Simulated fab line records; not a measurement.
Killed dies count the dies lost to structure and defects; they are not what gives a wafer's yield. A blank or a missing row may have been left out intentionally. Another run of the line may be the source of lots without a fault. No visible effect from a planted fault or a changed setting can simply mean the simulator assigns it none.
fab line records / flow nandHarc
[record] lots = 5 wafers = 15 lastDay = 33
route steps=1302 shown P_ZERO_WELL@14 END@1302
lots that met no fault: from a run of the same line without faults
startH: hours from the record's first day to the start of the lot's first wafer shown / waitH: hours elapsed since this lot's preceding step / " same as the row above / L1.1+2: a row that stands for several wafers / - either no value or no given start / * or withheld: withheld / < > ~ a bound
route shown NAME@n: names a module that has steps shown in the file, with the first one's number in the route / usual: mean/standard deviation taken from wafers without a fault / same: alike in all rows / chamber/n: place in a boat / sites: readings site by site / _std_site: how widely they spread, as a standard deviation / _edge_site: the outer-site mean with the inner-site mean subtracted / radiusMm: for every site, how far away it sits from the centre of the wafer / mask NAME#n: copy n / behind: tool/chamber where the wafer was last shaped / hold: cause of the lot's hold/its duration in hours/its outcome / device: which transistor (n, p or np) failed to switch / end of line: tests of these same wafers at the route's end / for a step that has no rows: nothing shown but its recipe / killed: count of dies lost to structure and defects at first sort (not the wafer's yield) / map: dies across one wafer; x = killed, . = not, _ = none there
set.NAME: the setting that was run; set.NAME@STEP: the one run at that earlier step / model.NAME: the simulator's own value behind a step, which no gauge read
lots at selected steps of the route; one table per step, one row per wafer
services: the hour from which a tool's chamber was out of use, counted from the record's first day as startH (under 0 if before that day), plus the number of hours and why
[[steps]]
[step NHARC_P_ZERO_WELL_CD_MEAS_11]
[recipe] targetCdNm = 500 landingEnergyEv = 500
[usual] cdNm = 499.5/2
lot.wafer=L422.3 tool=cdSem-02 chamber=0 startH=21.13 waitH=- cdNm=501.3
lot.wafer=L422.4 tool=cdSem-02 chamber=0 startH=21.13 waitH=- cdNm=497.0
lot.wafer=L422.6 tool=cdSem-02 chamber=0 startH=21.13 waitH=- cdNm=500.2
lot.wafer=L427.3 tool=cdSem-01 chamber=0 startH=71.24 waitH=- cdNm=498.9
lot.wafer=L427.4 tool=cdSem-01 chamber=0 startH=71.24 waitH=- cdNm=499.2
lot.wafer=L427.6 tool=cdSem-01 chamber=0 startH=71.24 waitH=- cdNm=502.6
lot.wafer=L434.3 tool=cdSem-02 chamber=0 startH=141.25 waitH=- cdNm=497.1
lot.wafer=L434.4 tool=cdSem-02 chamber=0 startH=141.25 waitH=- cdNm=501.9
lot.wafer=L434.6 tool=cdSem-02 chamber=0 startH=141.25 waitH=- cdNm=498.3
lot.wafer=L437.1 tool=cdSem-02 chamber=0 startH=171.12 waitH=- cdNm=502.0
lot.wafer=L437.4 tool=cdSem-02 chamber=0 startH=171.12 waitH=- cdNm=497.5
lot.wafer=L437.6 tool=cdSem-02 chamber=0 startH=171.12 waitH=- cdNm=501.2
lot.wafer=L444.2 tool=cdSem-02 chamber=0 startH=241.24 waitH=- cdNm=503.6
lot.wafer=L444.4 tool=cdSem-02 chamber=0 startH=241.24 waitH=- cdNm=502.4
lot.wafer=L444.5 tool=cdSem-02 chamber=0 startH=241.24 waitH=- cdNm=503.0
[step NHARC_P_ZERO_WELL_HARDBAKE_12]
[recipe] tempC = 118 timeS = 65
[step NHARC_P_ZERO_WELL_DESCUM_13]
[recipe] timeS = 3 o2FlowSccm = 200 arFlowSccm = 0 biasPowerW = 0 chemistry = O2
[usual] drypumpMotorCurrentA = 5.7/0.35 oesProductAu = 1.001/0.0091 rfVppV = 57.8/0.89 showerheadPlenumPTorr = 1.92/0.096 throttleValvePct = 11.312/0.0089
lot.wafer=L422.3 tool=rieDiel-10 chamber=3 startH=21.28 waitH=- drypumpMotorCurrentA=5.5 oesProductAu=1.001 rfHoursCounterH=38 rfVppV=56.0 showerheadPlenumPTorr=1.80 throttleValvePct=11.311
lot.wafer=L422.4 tool=rieDiel-10 chamber=1 startH=21.28 waitH=- drypumpMotorCurrentA=6.0 oesProductAu=0.989 rfHoursCounterH=34 rfVppV=58.2 showerheadPlenumPTorr=1.83 throttleValvePct=11.326
lot.wafer=L422.6 tool=rieDiel-10 chamber=0 startH=21.28 waitH=- drypumpMotorCurrentA=5.2 oesProductAu=1.002 rfHoursCounterH=- rfVppV=58.8 showerheadPlenumPTorr=1.90 throttleValvePct=11.311
lot.wafer=L427.4 tool=rieDiel-08 chamber=2 startH=72.40 waitH=- drypumpMotorCurrentA=5.8 oesProductAu=1.021 rfHoursCounterH=12 rfVppV=58.5 showerheadPlenumPTorr=2.01 throttleValvePct=11.309
lot.wafer=L427.3 tool=rieDiel-08 chamber=0 startH=72.40 waitH=- drypumpMotorCurrentA=5.9 oesProductAu=0.993 rfHoursCounterH=14 rfVppV=58.0 showerheadPlenumPTorr=2.03 throttleValvePct=11.321
lot.wafer=L427.6 tool=rieDiel-08 chamber=3 startH=72.40 waitH=- drypumpMotorCurrentA=6.3 oesProductAu=1.007 rfHoursCounterH=- rfVppV=57.5 showerheadPlenumPTorr=1.81 throttleValvePct=11.305
lot.wafer=L434.4 tool=rieDiel-10 chamber=3 startH=141.40 waitH=- drypumpMotorCurrentA=5.5 oesProductAu=0.998 rfHoursCounterH=29 rfVppV=57.7 showerheadPlenumPTorr=1.79 throttleValvePct=11.298
lot.wafer=L434.3 tool=rieDiel-10 chamber=2 startH=141.40 waitH=- drypumpMotorCurrentA=5.1 oesProductAu=0.991 rfHoursCounterH=23 rfVppV=58.7 showerheadPlenumPTorr=1.94 throttleValvePct=11.298
lot.wafer=L434.6 tool=rieDiel-10 chamber=3 startH=141.40 waitH=- drypumpMotorCurrentA=5.5 oesProductAu=1.009 rfHoursCounterH=- rfVppV=58.2 showerheadPlenumPTorr=1.79 throttleValvePct=11.298
lot.wafer=L437.4 tool=rieDiel-08 chamber=3 startH=171.28 waitH=- drypumpMotorCurrentA=6.3 oesProductAu=0.996 rfHoursCounterH=40 rfVppV=57.2 showerheadPlenumPTorr=1.80 throttleValvePct=11.299
lot.wafer=L437.1 tool=rieDiel-08 chamber=0 startH=171.28 waitH=- drypumpMotorCurrentA=5.9 oesProductAu=0.995 rfHoursCounterH=40 rfVppV=57.6 showerheadPlenumPTorr=2.02 throttleValvePct=11.326
lot.wafer=L437.6 tool=rieDiel-08 chamber=3 startH=171.28 waitH=- drypumpMotorCurrentA=6.3 oesProductAu=0.995 rfHoursCounterH=- rfVppV=57.7 showerheadPlenumPTorr=1.80 throttleValvePct=11.318
lot.wafer=L444.2 tool=rieDiel-03 chamber=3 startH=241.41 waitH=- drypumpMotorCurrentA=5.6 oesProductAu=0.998 rfHoursCounterH=44 rfVppV=58.5 showerheadPlenumPTorr=1.93 throttleValvePct=11.310
lot.wafer=L444.5 tool=rieDiel-03 chamber=1 startH=241.41 waitH=- drypumpMotorCurrentA=6.3 oesProductAu=0.999 rfHoursCounterH=- rfVppV=58.0 showerheadPlenumPTorr=1.81 throttleValvePct=11.306
lot.wafer=L444.4 tool=rieDiel-03 chamber=0 startH=241.41 waitH=- drypumpMotorCurrentA=5.5 oesProductAu=1.006 rfHoursCounterH=- rfVppV=57.6 showerheadPlenumPTorr=2.04 throttleValvePct=11.316
[step NHARC_P_ZERO_WELL_ETCH_65]
[recipe] targetDepthA = 800 overetchA = 240 timeS = 87.88 ionEnergyEv = 200 n2FlowSccm = 150 h2FlowSccm = 150 arFlowSccm = 0 rfW = 400 biasW = 150 chemistry = N2/H2
[usual] drypumpMotorCurrentA = 5.8/0.36 oesProductAu = 1.001/0.0089 rfFwdPowerW = 397.4/1.2 rfVppV = 431/3 showerheadPlenumPTorr = 2.05/0.1 throttleValvePct = 14.171/0.0087
lot.wafer=L422.3 tool=rieDiel-10 chamber=2 startH=21.52 waitH=0.2 drypumpMotorCurrentA=5.1 oesProductAu=1.007 rfFwdPowerW=399.1 rfHoursCounterH=37 rfVppV=432 showerheadPlenumPTorr=2.09 throttleValvePct=14.170
lot.wafer=L422.4 tool=rieDiel-10 chamber=3 startH=21.52 waitH=0.2 drypumpMotorCurrentA=5.5 oesProductAu=1.006 rfFwdPowerW=394.9 rfHoursCounterH=38 rfVppV=427 showerheadPlenumPTorr=1.92 throttleValvePct=14.151
lot.wafer=L422.6 tool=rieDiel-10 chamber=1 startH=21.52 waitH=0.2 drypumpMotorCurrentA=6.0 oesProductAu=0.990 rfFwdPowerW=397.9 rfHoursCounterH=- rfVppV=430 showerheadPlenumPTorr=1.95 throttleValvePct=14.154
lot.wafer=L427.4 tool=rieDiel-08 chamber=1 startH=72.52 waitH=0.1 drypumpMotorCurrentA=5.8 oesProductAu=0.998 rfFwdPowerW=397.6 rfHoursCounterH=10 rfVppV=433 showerheadPlenumPTorr=2.15 throttleValvePct=14.164
lot.wafer=L427.3 tool=rieDiel-08 chamber=2 startH=72.52 waitH=0.1 drypumpMotorCurrentA=5.8 oesProductAu=1.020 rfFwdPowerW=399.7 rfHoursCounterH=12 rfVppV=432 showerheadPlenumPTorr=2.15 throttleValvePct=14.160
lot.wafer=L427.6 tool=rieDiel-08 chamber=0 startH=72.52 waitH=0.1 drypumpMotorCurrentA=5.9 oesProductAu=0.999 rfFwdPowerW=399.4 rfHoursCounterH=- rfVppV=434 showerheadPlenumPTorr=2.17 throttleValvePct=14.172
lot.wafer=L434.4 tool=rieDiel-10 chamber=3 startH=141.49 waitH=0.1 drypumpMotorCurrentA=5.5 oesProductAu=1.005 rfFwdPowerW=398.0 rfHoursCounterH=29 rfVppV=427 showerheadPlenumPTorr=1.90 throttleValvePct=14.166
lot.wafer=L434.3 tool=rieDiel-10 chamber=1 startH=141.49 waitH=0.1 drypumpMotorCurrentA=6.0 oesProductAu=0.997 rfFwdPowerW=398.2 rfHoursCounterH=23 rfVppV=429 showerheadPlenumPTorr=1.94 throttleValvePct=14.159
lot.wafer=L434.6 tool=rieDiel-10 chamber=0 startH=141.49 waitH=0.1 drypumpMotorCurrentA=5.2 oesProductAu=0.998 rfFwdPowerW=397.9 rfHoursCounterH=- rfVppV=431 showerheadPlenumPTorr=2.02 throttleValvePct=14.170
lot.wafer=L437.1 tool=rieDiel-08 chamber=1 startH=174.77 waitH=3.5 drypumpMotorCurrentA=5.9 oesProductAu=0.988 rfFwdPowerW=396.5 rfHoursCounterH=38 rfVppV=432 showerheadPlenumPTorr=2.14 throttleValvePct=14.188
lot.wafer=L437.4 tool=rieDiel-08 chamber=3 startH=174.77 waitH=3.5 drypumpMotorCurrentA=6.3 oesProductAu=1.005 rfFwdPowerW=396.2 rfHoursCounterH=42 rfVppV=426 showerheadPlenumPTorr=1.92 throttleValvePct=14.168
lot.wafer=L437.6 tool=rieDiel-08 chamber=2 startH=174.77 waitH=3.5 drypumpMotorCurrentA=5.8 oesProductAu=1.008 rfFwdPowerW=397.9 rfHoursCounterH=- rfVppV=434 showerheadPlenumPTorr=2.14 throttleValvePct=14.171
lot.wafer=L444.2 tool=rieDiel-03 chamber=3 startH=241.50 waitH=0.1 drypumpMotorCurrentA=5.6 oesProductAu=0.993 rfFwdPowerW=396.0 rfHoursCounterH=44 rfVppV=429 showerheadPlenumPTorr=2.06 throttleValvePct=14.151
lot.wafer=L444.5 tool=rieDiel-03 chamber=3 startH=241.50 waitH=0.1 drypumpMotorCurrentA=5.6 oesProductAu=0.993 rfFwdPowerW=395.1 rfHoursCounterH=- rfVppV=430 showerheadPlenumPTorr=2.06 throttleValvePct=14.153
lot.wafer=L444.4 tool=rieDiel-03 chamber=0 startH=241.50 waitH=0.1 drypumpMotorCurrentA=5.5 oesProductAu=0.994 rfFwdPowerW=396.6 rfHoursCounterH=- rfVppV=435 showerheadPlenumPTorr=2.18 throttleValvePct=14.160
[step NHARC_P_ZERO_WELL_ETCH_62]
[recipe] targetDepthA = 130 timeS = 6.5 chf3FlowSccm = 50 arFlowSccm = 200 rfW = 500 biasW = 200 chemistry = CHF3/Ar
[usual] drypumpMotorCurrentA = 5.7/0.35 oesProductAu = 0.958/0.018 rfFwdPowerW = 488.5/1.9 rfVppV = 370.8/2.6 showerheadPlenumPTorr = 2.36/0.11 throttleValvePct = 20.217/0.0081
lot.wafer=L422.3 tool=rieDiel-10 chamber=1 startH=- waitH=- drypumpMotorCurrentA=6.0 oesProductAu=0.936 rfFwdPowerW=488.5 rfHoursCounterH=34 rfVppV=367.3 showerheadPlenumPTorr=2.25 throttleValvePct=20.227
lot.wafer=L422.4 tool=rieDiel-10 chamber=3 startH=- waitH=- drypumpMotorCurrentA=5.5 oesProductAu=0.952 rfFwdPowerW=487.1 rfHoursCounterH=38 rfVppV=367.6 showerheadPlenumPTorr=2.21 throttleValvePct=20.206
lot.wafer=L422.6 tool=rieDiel-10 chamber=1 startH=- waitH=- drypumpMotorCurrentA=6.0 oesProductAu=0.946 rfFwdPowerW=488.6 rfHoursCounterH=- rfVppV=369.1 showerheadPlenumPTorr=2.25 throttleValvePct=20.213
lot.wafer=L427.3 tool=rieDiel-08 chamber=2 startH=- waitH=- drypumpMotorCurrentA=5.8 oesProductAu=0.949 rfFwdPowerW=489.9 rfHoursCounterH=13 rfVppV=373.1 showerheadPlenumPTorr=2.46 throttleValvePct=20.211
lot.wafer=L427.4 tool=rieDiel-08 chamber=0 startH=- waitH=- drypumpMotorCurrentA=5.9 oesProductAu=0.928 rfFwdPowerW=487.0 rfHoursCounterH=16 rfVppV=371.9 showerheadPlenumPTorr=2.48 throttleValvePct=20.225
lot.wafer=L427.6 tool=rieDiel-08 chamber=1 startH=- waitH=- drypumpMotorCurrentA=5.9 oesProductAu=0.937 rfFwdPowerW=482.3 rfHoursCounterH=- rfVppV=371.9 showerheadPlenumPTorr=2.46 throttleValvePct=20.207
lot.wafer=L434.3 tool=rieDiel-10 chamber=2 startH=- waitH=- drypumpMotorCurrentA=5.1 oesProductAu=0.954 rfFwdPowerW=492.5 rfHoursCounterH=23 rfVppV=370.9 showerheadPlenumPTorr=2.38 throttleValvePct=20.227
lot.wafer=L434.4 tool=rieDiel-10 chamber=3 startH=- waitH=- drypumpMotorCurrentA=5.5 oesProductAu=0.955 rfFwdPowerW=489.0 rfHoursCounterH=29 rfVppV=368.7 showerheadPlenumPTorr=2.19 throttleValvePct=20.204
lot.wafer=L434.6 tool=rieDiel-10 chamber=1 startH=- waitH=- drypumpMotorCurrentA=6.0 oesProductAu=0.967 rfFwdPowerW=486.2 rfHoursCounterH=- rfVppV=367.2 showerheadPlenumPTorr=2.24 throttleValvePct=20.212
lot.wafer=L437.4 tool=rieDiel-08 chamber=1 startH=- waitH=- drypumpMotorCurrentA=5.9 oesProductAu=0.913 rfFwdPowerW=486.1 rfHoursCounterH=38 rfVppV=373.1 showerheadPlenumPTorr=2.45 throttleValvePct=20.216
lot.wafer=L437.1 tool=rieDiel-08 chamber=0 startH=- waitH=- drypumpMotorCurrentA=5.9 oesProductAu=0.908 rfFwdPowerW=486.6 rfHoursCounterH=42 rfVppV=373.0 showerheadPlenumPTorr=2.47 throttleValvePct=20.221
lot.wafer=L437.6 tool=rieDiel-08 chamber=2 startH=- waitH=- drypumpMotorCurrentA=5.7 oesProductAu=0.943 rfFwdPowerW=490.0 rfHoursCounterH=- rfVppV=372.3 showerheadPlenumPTorr=2.45 throttleValvePct=20.216
lot.wafer=L444.2 tool=rieDiel-03 chamber=0 startH=- waitH=- drypumpMotorCurrentA=5.5 oesProductAu=0.963 rfFwdPowerW=486.0 rfHoursCounterH=44 rfVppV=373.7 showerheadPlenumPTorr=2.49 throttleValvePct=20.220
lot.wafer=L444.5 tool=rieDiel-03 chamber=0 startH=- waitH=- drypumpMotorCurrentA=5.5 oesProductAu=0.952 rfFwdPowerW=487.7 rfHoursCounterH=- rfVppV=373.7 showerheadPlenumPTorr=2.49 throttleValvePct=20.213
lot.wafer=L444.4 tool=rieDiel-03 chamber=3 startH=- waitH=- drypumpMotorCurrentA=5.6 oesProductAu=0.970 rfFwdPowerW=487.6 rfHoursCounterH=- rfVppV=371.1 showerheadPlenumPTorr=2.36 throttleValvePct=20.218
[step NHARC_P_ZERO_WELL_ETCH_63]
[recipe] targetDepthA = 1200 timeS = 40.1 hbrFlowSccm = 150 cl2FlowSccm = 50 rfW = 400 icpW = 400 biasW = 100 chemistry = HBr/Cl2
[usual] drypumpMotorCurrentA = 5.7/0.47 oesProductAu = 0.997/0.0082 rfFwdPowerW = 395.1/1.5 throttleValvePct = 26.406/0.0098
lot.wafer=L422.3 tool=rieSi-06 chamber=3 startH=21.72 waitH=- drypumpMotorCurrentA=5.2 oesProductAu=1.006 rfFwdPowerW=392.5 rfHoursCounterH=0.8 throttleValvePct=26.406
lot.wafer=L422.4 tool=rieSi-06 chamber=0 startH=21.72 waitH=- drypumpMotorCurrentA=5.9 oesProductAu=0.998 rfFwdPowerW=394.0 rfHoursCounterH=- throttleValvePct=26.415
lot.wafer=L422.6 tool=rieSi-06 chamber=2 startH=21.72 waitH=- drypumpMotorCurrentA=5.3 oesProductAu=0.999 rfFwdPowerW=396.2 rfHoursCounterH=- throttleValvePct=26.417
lot.wafer=L427.3 tool=rieSi-02 chamber=3 startH=73.77 waitH=- drypumpMotorCurrentA=4.9 oesProductAu=1.000 rfFwdPowerW=395.1 rfHoursCounterH=0.9 throttleValvePct=26.403
lot.wafer=L427.4 tool=rieSi-02 chamber=2 startH=73.77 waitH=- drypumpMotorCurrentA=5.5 oesProductAu=1.004 rfFwdPowerW=397.1 rfHoursCounterH=1.0 throttleValvePct=26.418
lot.wafer=L427.6 tool=rieSi-02 chamber=3 startH=73.77 waitH=- drypumpMotorCurrentA=4.9 oesProductAu=1.005 rfFwdPowerW=394.5 rfHoursCounterH=- throttleValvePct=26.399
lot.wafer=L434.4 tool=rieSi-06 chamber=1 startH=141.76 waitH=- drypumpMotorCurrentA=6.4 oesProductAu=1.000 rfFwdPowerW=394.4 rfHoursCounterH=0.4 throttleValvePct=26.409
lot.wafer=L434.3 tool=rieSi-06 chamber=0 startH=141.76 waitH=- drypumpMotorCurrentA=5.9 oesProductAu=1.009 rfFwdPowerW=396.3 rfHoursCounterH=0.3 throttleValvePct=26.394
lot.wafer=L434.6 tool=rieSi-06 chamber=1 startH=141.76 waitH=- drypumpMotorCurrentA=6.4 oesProductAu=0.996 rfFwdPowerW=394.5 rfHoursCounterH=- throttleValvePct=26.413
lot.wafer=L437.4 tool=rieSi-03 chamber=0 startH=174.95 waitH=- drypumpMotorCurrentA=6.3 oesProductAu=0.999 rfFwdPowerW=396.9 rfHoursCounterH=0.6 throttleValvePct=26.399
lot.wafer=L437.1 tool=rieSi-03 chamber=3 startH=174.95 waitH=- drypumpMotorCurrentA=5.5 oesProductAu=1.005 rfFwdPowerW=394.8 rfHoursCounterH=0.6 throttleValvePct=26.413
lot.wafer=L437.6 tool=rieSi-03 chamber=0 startH=174.95 waitH=- drypumpMotorCurrentA=6.3 oesProductAu=0.999 rfFwdPowerW=396.7 rfHoursCounterH=- throttleValvePct=26.403
lot.wafer=L444.2 tool=rieSi-06 chamber=3 startH=241.70 waitH=- drypumpMotorCurrentA=5.2 oesProductAu=0.986 rfFwdPowerW=393.8 rfHoursCounterH=1.0 throttleValvePct=26.393
lot.wafer=L444.4 tool=rieSi-06 chamber=1 startH=241.70 waitH=- drypumpMotorCurrentA=6.3 oesProductAu=1.006 rfFwdPowerW=397.9 rfHoursCounterH=1.0 throttleValvePct=26.409
lot.wafer=L444.5 tool=rieSi-06 chamber=3 startH=241.70 waitH=- drypumpMotorCurrentA=5.2 oesProductAu=0.989 rfFwdPowerW=396.6 rfHoursCounterH=- throttleValvePct=26.413
[step NHARC_P_ZERO_WELL_STRIP_15]
[recipe] timeS = 900 tempC = 130 chemistry = SPM
[step NHARC_P_ZERO_WELL_DEHYDRATE_16]
[recipe] tempC = 150 timeS = 120
[step NHARC_P_ZERO_WELL_HMDS_17]
[recipe] timeS = 30
[step NHARC_P_ZERO_WELL_COAT_18]
[recipe] spinRpm = withheld
[step NHARC_P_ZERO_WELL_SOFTBAKE_19]
[recipe] tempC = 122 timeS = 95
[step NHARC_P_ZERO_WELL_EBR_20]
[step NHARC_P_ZERO_WELL_EXPOSE_21]
[recipe] na = 0.6 targetCdNm = 720 doseMj = 22.31 maskId = P_NWELL
lot.wafer=L422.3+4+6 tool=krfScanner-04 chamber=0 startH=22.49 waitH=- mask=P_NWELL#0
lot.wafer=L427.3+4+6 tool=krfScanner-01 chamber=0 startH=74.55 waitH=- mask=P_PWELL#0
lot.wafer=L434.3+4+6 tool=krfScanner-03 chamber=0 startH=142.42 waitH=- mask=P_NWELL#0
lot.wafer=L437.1+4+6 tool=krfScanner-04 chamber=0 startH=175.59 waitH=- mask=P_NWELL#0
lot.wafer=L444.2+4+5 tool=krfScanner-01 chamber=0 startH=242.46 waitH=- mask=P_NWELL#0
[step NHARC_P_ZERO_WELL_PEB_22]
[recipe] pebTempC = 118 pebTimeS = 85
[step NHARC_P_ZERO_WELL_DEVELOP_23]
[recipe] timeS = 70
[step NHARC_P_ZERO_WELL_CD_MEAS_24]
[recipe] targetCdNm = 720 landingEnergyEv = 500
[usual] cdNm = 721.3/1.5
lot.wafer=L422.3 tool=cdSem-02 chamber=0 startH=22.64 waitH=- cdNm=721.2
lot.wafer=L422.4 tool=cdSem-02 chamber=0 startH=22.64 waitH=- cdNm=721.0
lot.wafer=L422.6 tool=cdSem-02 chamber=0 startH=22.64 waitH=- cdNm=722.2
lot.wafer=L427.3 tool=cdSem-01 chamber=0 startH=74.71 waitH=- cdNm=-
lot.wafer=L427.4 tool=cdSem-01 chamber=0 startH=74.71 waitH=- cdNm=-
lot.wafer=L427.6 tool=cdSem-01 chamber=0 startH=74.71 waitH=- cdNm=-
lot.wafer=L434.3 tool=cdSem-02 chamber=0 startH=142.57 waitH=- cdNm=721.5
lot.wafer=L434.4 tool=cdSem-02 chamber=0 startH=142.57 waitH=- cdNm=720.6
lot.wafer=L434.6 tool=cdSem-02 chamber=0 startH=142.57 waitH=- cdNm=721.0
lot.wafer=L437.1 tool=cdSem-01 chamber=0 startH=175.76 waitH=- cdNm=720.0
lot.wafer=L437.4 tool=cdSem-01 chamber=0 startH=175.76 waitH=- cdNm=721.6
lot.wafer=L437.6 tool=cdSem-01 chamber=0 startH=175.76 waitH=- cdNm=724.7
lot.wafer=L444.2 tool=cdSem-02 chamber=0 startH=242.62 waitH=- cdNm=723.0
lot.wafer=L444.4 tool=cdSem-02 chamber=0 startH=242.62 waitH=- cdNm=725.8
lot.wafer=L444.5 tool=cdSem-02 chamber=0 startH=242.62 waitH=- cdNm=722.3
[step NHARC_P_ZERO_WELL_HARDBAKE_25]
[recipe] tempC = 125 timeS = 80
[step NHARC_END_SORT_01]
[recipe] tempC = 25
[usual] killedAtArray = 59/16 killedAtOther = 0.8/1.1 killedAtPeriphery = 3.6/2.4 killedDies = 64/16 killedOpen = 3.4/1.8 killedShort = 2.5/1.6
[same] grossDies = 677
lot.wafer=L427.3 tool=prober-02 chamber=0 startH=615.20 waitH=3.1 killedAtArray=75 killedAtOther=0 killedAtPeriphery=602 killedDies=677 killedOpen=2 killedShort=0
lot.wafer=L427.4 tool=prober-02 chamber=0 startH=616.01 waitH=3.4 killedAtArray=47 killedAtOther=1 killedAtPeriphery=629 killedDies=677 killedOpen=4 killedShort=2
lot.wafer=L427.6 tool=prober-02 chamber=0 startH=617.62 waitH=4.0 killedAtArray=68 killedAtOther=2 killedAtPeriphery=607 killedDies=677 killedOpen=7 killedShort=6
// killed by level:class
L427.3 P_ZERO_WELL:areaExpose=600 A_CHANNEL_HOLE_D1:chamberFilmFlake=41 A_CHANNEL_HOLE_D2:chamberFilmFlake=17 A_STAIRCASE:chamberFilmFlake=8 P_ZERO_WELL:chamberFilmFlake=2 A_CHANNEL_FILL_D1:chamberFilmFlake=2 A_SLIT:chamberFilmFlake=2 A_ONON_D2:geometricParticle:open=1
L427.4 P_ZERO_WELL:areaExpose=627 A_CHANNEL_HOLE_D1:chamberFilmFlake=29 A_CHANNEL_HOLE_D2:chamberFilmFlake=6 A_STAIRCASE:chamberFilmFlake=3 A_SOURCE_PLATE:geometricParticle:open=1 A_CHANNEL_FILL_D1:geometricParticle:open=1 A_DECK1_JOINT:chamberFilmFlake=1 A_DECK1_JOINT:geometricParticle:short=1
L427.6 P_ZERO_WELL:areaExpose=604 A_CHANNEL_HOLE_D1:chamberFilmFlake=42 A_CHANNEL_HOLE_D2:chamberFilmFlake=5 A_STAIRCASE:chamberFilmFlake=4 A_CHANNEL_FILL_D1:geometricParticle:short=2 A_CONTACT:chamberFilmFlake=2 THIN_TSV:chamberFilmFlake=2 P_CONTACT:geometricParticle:open=1
// map L427.3 (x killed, . not)
____________x____________
_________xxxxxxx_________
_______xxxxxxxxxxx_______
______xxxxxxxxxxxxx______
_____xxxxxxxxxxxxxxx_____
____xxxxxxxxxxxxxxxxx____
____xxxxxxxxxxxxxxxxx____
___xxxxxxxxxxxxxxxxxxx___
___xxxxxxxxxxxxxxxxxxx___
__xxxxxxxxxxxxxxxxxxxxx__
__xxxxxxxxxxxxxxxxxxxxx__
_xxxxxxxxxxxxxxxxxxxxxxx_
_xxxxxxxxxxxxxxxxxxxxxxx_
_xxxxxxxxxxxxxxxxxxxxxxx_
_xxxxxxxxxxxxxxxxxxxxxxx_
_xxxxxxxxxxxxxxxxxxxxxxx_
xxxxxxxxxxxxxxxxxxxxxxxxx
xxxxxxxxxxxxxxxxxxxxxxxxx
xxxxxxxxxxxxxxxxxxxxxxxxx
xxxxxxxxxxxxxxxxxxxxxxxxx
xxxxxxxxxxxxxxxxxxxxxxxxx
_xxxxxxxxxxxxxxxxxxxxxxx_
_xxxxxxxxxxxxxxxxxxxxxxx_
_xxxxxxxxxxxxxxxxxxxxxxx_
_xxxxxxxxxxxxxxxxxxxxxxx_
_xxxxxxxxxxxxxxxxxxxxxxx_
__xxxxxxxxxxxxxxxxxxxxx__
__xxxxxxxxxxxxxxxxxxxxx__
___xxxxxxxxxxxxxxxxxxx___
___xxxxxxxxxxxxxxxxxxx___
____xxxxxxxxxxxxxxxxx____
____xxxxxxxxxxxxxxxxx____
_____xxxxxxxxxxxxxxx_____
______xxxxxxxxxxxxx______
_______xxxxxxxxxxx_______
_________xxxxxxx_________
____________x____________
// map L444.4 (x killed, . not)
____________.____________
_________..x...._________
_______.........x._______
______...xx........______
_____...x..........._____
____....x............____
____......x..........____
___.......x...........___
___...................___
__.............x.......__
__.....................__
_......................._
_......................._
_......................._
_..........x.x..x......._
_........x...x.x.x......_
.......xxx.x..x..........
.x....xxxxx.xxx..........
x....xxxxx..x.....x.xx.x.
......xxxx.x.x...........
.....x.xxxxx...x...x.....
_.....x.xxxx........x..x_
_......xxxxx.xx......x.._
_....x.xx.xx............_
_...........x..........._
_......x................_
__.....................__
__..........x..........__
___...................___
___...................___
____.................____
____.................____
_____..............._____
______.............______
_______..........._______
_________..x...._________
____________.____________
[[services]]
tool=krfScanner-04 chamber=- startH=10.00 hours=4.0 kind=pm
tool=rieDiel-03 chamber=0 startH=14.37 hours=4.3 kind=repair
tool=rieDiel-08 chamber=- startH=17.69 hours=9.0 kind=pm
tool=rieSi-06 chamber=1 startH=20.37 hours=15.7 kind=repair
tool=rieDiel-08 chamber=1 startH=32.60 hours=6.2 kind=repair
tool=rieDiel-10 chamber=2 startH=42.54 hours=2.7 kind=repair
tool=rieDiel-03 chamber=1 startH=43.01 hours=6.0 kind=repair
tool=rieDiel-10 chamber=0 startH=43.62 hours=14.1 kind=repair
tool=krfScanner-04 chamber=- startH=45.29 hours=0.4 kind=repair
tool=rieSi-06 chamber=3 startH=52.76 hours=5.1 kind=repair
tool=rieDiel-10 chamber=3 startH=62.37 hours=1.9 kind=repair
tool=rieDiel-10 chamber=2 startH=63.50 hours=15.8 kind=repair
tool=rieDiel-10 chamber=- startH=65.88 hours=9.0 kind=pm
tool=rieSi-06 chamber=- startH=72.00 hours=9.0 kind=pm
tool=rieDiel-03 chamber=- startH=104.33 hours=9.0 kind=pm
tool=rieSi-06 chamber=0 startH=126.43 hours=3.2 kind=repair
tool=rieDiel-08 chamber=- startH=138.10 hours=2.1 kind=repair
tool=rieDiel-08 chamber=- startH=159.08 hours=1.3 kind=repair
tool=rieSi-06 chamber=2 startH=194.22 hours=3.2 kind=repair
tool=rieDiel-08 chamber=- startH=194.69 hours=9.0 kind=pm
tool=rieDiel-03 chamber=3 startH=230.62 hours=6.5 kind=repair
tool=rieSi-06 chamber=- startH=235.23 hours=0.9 kind=repair
tool=rieDiel-03 chamber=2 startH=236.58 hours=5.8 kind=repair
tool=rieDiel-08 chamber=0 startH=242.30 hours=1.6 kind=repair
[[key]]
[firstSign] step = NHARC_P_ZERO_WELL_EXPOSE_21 reading = mask direction = changed
[effect] step = NHARC_P_ZERO_WELL_CD_MEAS_24 reading = cdNm direction = missing
[effect] step = NHARC_END_SORT_01 reading = killedAtPeriphery direction = up sigmas = 99+ usual = 3.6 struck = 612.7
[moreKillsBornAt] NHARC_P_ZERO_WELL_EXPOSE_21@krfScanner-01 = 1831
metAt NHARC_P_ZERO_WELL_EXPOSE_21
struckWafers L427.3,L427.4,L427.6
laterRowsLeftOut L427.3,L427.4,L427.6
testerLeftOut L427
[fault] kind = wrongMask tool = any chamber = - onsetH = 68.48 steps = NHARC_P_ZERO_WELL_EXPOSE_21 auxCopy = P_PWELL#0 scope = struckLotsOnly
// testerLeftOut: of these lots the tester's yield and bins aren't shown, on N5 and GAA mostly nor the transistor test; their killed dies are dies lost to structure and defects alone, not to doping, threshold or leakage, so they don't give the yield
// laterRowsLeftOut: the simulator's readings of these wafers behind a module that went badly wrong aren't trusted and aren't shown, but for the sort
